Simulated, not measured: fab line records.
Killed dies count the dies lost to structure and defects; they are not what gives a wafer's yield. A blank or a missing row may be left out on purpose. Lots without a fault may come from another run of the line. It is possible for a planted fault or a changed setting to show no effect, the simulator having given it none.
What tool caused it? ; flow n5 finfet ; Sampling: 24 lots, 72 wafers, 3 of 1938 route steps

== WHAT EACH GAUGE READ, for each wafer ==
N5_BEOL_M8_OVL_MEAS_12.
lot;measured;on;M8_OVL (nm)
L075;day 9 20:32;overlay-01;-1.3 -0.6 -1.0
L074;day 9 22:11;overlay-02;0.2 -0.3 0.9
L076;day 10 00:17;overlay-01;0.1 -0.1 0.3
L077;day 10 05:25;overlay-01;-0.5 0.7 -0.6
L078;day 10 08:18;overlay-02;-1.2 -0.1 -0.1
L079;day 10 10:58;overlay-02;-0.6 -0.4 -0.3
L080;day 10 23:35;overlay-02;-0.8 -0.4 -0.1
L081;day 11 07:23;overlay-02;0.3 -0.2 -0.4
L082;day 11 19:06;overlay-01;0.5 -0.2 -1.6
L083;day 12 00:13;overlay-02;-0.3 -0.5 -1.0
L084;day 12 08:46;overlay-02;1.1 1.1 0.4
L085;day 12 11:36;overlay-01;-0.8 0.0 -0.5
L087;day 12 21:24;overlay-02;0.4 0.7 0.8
L088;day 12 21:45;overlay-02;0.4 0.1 0.5
L089;day 13 01:17;overlay-01;0.8 0.6 -0.2
L086;day 13 02:01;overlay-02;0.0 -0.7 -0.1
L090;day 13 10:51;overlay-01;-1.0 -0.1 -0.3
L092;day 13 23:11;overlay-01;-0.2 -0.8 0.2
L091;day 14 01:52;overlay-01;-0.9 -0.1 0.2
L093;day 14 02:25;overlay-02;-2.4 -1.2 -1.0
L095;day 14 11:28;overlay-02;0.1 0.1 -0.6
L094;day 14 14:31;overlay-02;-0.7 1.2 -0.2
L096;day 14 20:44;overlay-01;-0.4 -0.5 -0.9
L097;day 15 00:50;overlay-02;1.3 1.2 0.8

== EACH LOT AND THE TOOL THAT RAN IT (in order: tool; ch and the chambers of the sampled wafers; start) ==
lot;N5_BEOL_M7_DEP_56;N5_BEOL_M8_CURE_74
L075;pecvd-04 ch 0,1, day 9 17:41;uv cure-01 ch 1, day 9 18:15
L074;pecvd-04 ch 0,1, day 9 20:50;uv cure-03 ch 0, day 9 21:13
L076;pecvd-04 ch 0,1, day 9 22:14;uv cure-03 ch 0, day 9 23:10
L077;pecvd-03 ch 1,2, day 10 03:50;uv cure-03 ch 0, day 10 04:24
L078;pecvd-04 ch 0,1, day 10 06:08;uv cure-01 ch 1, day 10 07:16
L079;pecvd-03 ch 1,2, day 10 08:31;uv cure-02 ch 0, day 10 08:49
L080;pecvd-03 ch 0,1, day 10 21:56;uv cure-03 ch 0, day 10 22:13
L081;pecvd-04 ch 0,2, day 11 04:41;uv cure-01 ch 2, day 11 04:55
L082;pecvd-04 ch 0,1,2, day 11 17:02;uv cure-01 ch 2, day 11 17:15
L083;pecvd-04 ch 0,2, day 11 22:35;uv cure-03 ch 0, day 11 22:47
L084;pecvd-04 ch 0,2, day 12 06:40;uv cure-01 ch 0, day 12 07:02
L085;pecvd-03 ch 0,1,2, day 12 09:44;uv cure-02 ch 1, day 12 10:05
L087;pecvd-04 ch 0,1,2, day 12 20:09;uv cure-01 ch 0, day 12 20:26
L088;pecvd-03 ch 0,1,2, day 12 20:26;uv cure-03 ch 1, day 12 20:52
L089;pecvd-03 ch 0,1, day 12 22:58;uv cure-01 ch 0, day 12 23:10
L086;pecvd-04 ch 0,1, day 12 23:57;uv cure-01 ch 0, day 13 00:14
L090;pecvd-03 ch 1,2, day 13 07:17;uv cure-01 ch 0, day 13 07:58
L092;pecvd-03 ch 1,2, day 13 21:17;uv cure-01 ch 0, day 13 21:35
L091;pecvd-01 ch 0,1,2, day 14 00:01;uv cure-01 ch 2, day 14 00:13
L093;pecvd-03 ch 0,1,2, day 14 01:05;uv cure-01 ch 1, day 14 01:17
L095;pecvd-01 ch 0,1,2, day 14 09:16;uv cure-03 ch 1, day 14 09:32
L094;pecvd-03 ch 0,1,2, day 14 11:23;uv cure-01 ch 2, day 14 11:52
L096;pecvd-01 ch 0,1, day 14 18:25;uv cure-02 ch 0, day 14 18:41
L097;pecvd-03 ch 0,1,2, day 14 22:53;uv cure-02 ch 2, day 14 23:18
- N5_BEOL_M7_DEP_56: deposits SiCN from 3MS/NH3, target thk 10 nm, time 17.5 s.
- N5_BEOL_M8_CURE_74: cures SiCOH lowk, time 240 s.

== WHAT THE TOOLS THEMSELVES READ (means of the sampled wafers that have a number; where no wafer has one, the mark that the record gives instead) ==
N5_BEOL_M7_DEP_56.
lot;tool;showerhead plenum p Torr (Torr);throttle valve pct (%)
L075;pecvd-04;3.661;9.1
L074;pecvd-04;3.664;9.2
L076;pecvd-04;3.667;9.5
L077;pecvd-03;3.660;8.5
L078;pecvd-04;3.662;9.3
L079;pecvd-03;3.657;8.7
L080;pecvd-03;3.673;9.1
L081;pecvd-04;3.672;8.7
L082;pecvd-04;3.676;9.1
L083;pecvd-04;3.682;8.7
L084;pecvd-04;3.680;8.6
L085;pecvd-03;3.664;8.7
L087;pecvd-04;3.669;9.1
L088;pecvd-03;3.675;8.9
L089;pecvd-03;3.672;9.1
L086;pecvd-04;3.663;9.4
L090;pecvd-03;3.653;8.5
L092;pecvd-03;3.656;8.4
L091;pecvd-01;3.653;9.3
L093;pecvd-03;3.673;8.8
L095;pecvd-01;3.651;9.1
L094;pecvd-03;3.666;8.9
L096;pecvd-01;3.654;9.4
L097;pecvd-03;3.668;8.9

N5_BEOL_M8_CURE_74.
lot;tool;lamp power pct (%);wafer_temp_C_max
L075;uv cure-01;52.30;386.6
L074;uv cure-03;52.34;387.3
L076;uv cure-03;52.32;387.3
L077;uv cure-03;52.31;387.4
L078;uv cure-01;52.30;386.8
L079;uv cure-02;52.29;387.7
L080;uv cure-03;52.31;387.4
L081;uv cure-01;52.33;388.6
L082;uv cure-01;52.32;388.5
L083;uv cure-03;52.28;387.3
L084;uv cure-01;52.28;386.3
L085;uv cure-02;52.34;386.2
L087;uv cure-01;52.32;386.3
L088;uv cure-03;52.36;386.3
L089;uv cure-01;52.26;386.2
L086;uv cure-01;52.29;386.3
L090;uv cure-01;52.32;386.3
L092;uv cure-01;52.28;386.2
L091;uv cure-01;52.34;387.6
L093;uv cure-01;52.35;386.8
L095;uv cure-03;52.29;386.5
L094;uv cure-01;52.30;387.7
L096;uv cure-02;52.34;387.6
L097;uv cure-02;52.27;386.8

== THE ANSWER, worked out from the rows above alone ==
Rule: what is usual is taken from the lots themselves. The widest of any qualifying gaps counts: lots, ordered by their means at a reading, are off when they make up no more than a third of the lots, leave a main group of 4 or more, and stand apart from it by 3 or more times the standard deviation of that group's means. The tables above print the reading to a certain number of digits; a main group whose means all agree to those digits is not used. Also off: a lot with no number at a reading for which 4 or more lots have one. All remaining lots with rows at the step are treated as sound. The gauges are gone through in route order, then the tools' own readings, and for those a lot's mean is taken as printed above. At the first step where some lot is off, the reading lying furthest off is the one used; lots without a number count as furthest.
No lot is off at any reading shown: from this, nothing can be told.

== WHAT THE SIMULATOR HAD PUT IN ==
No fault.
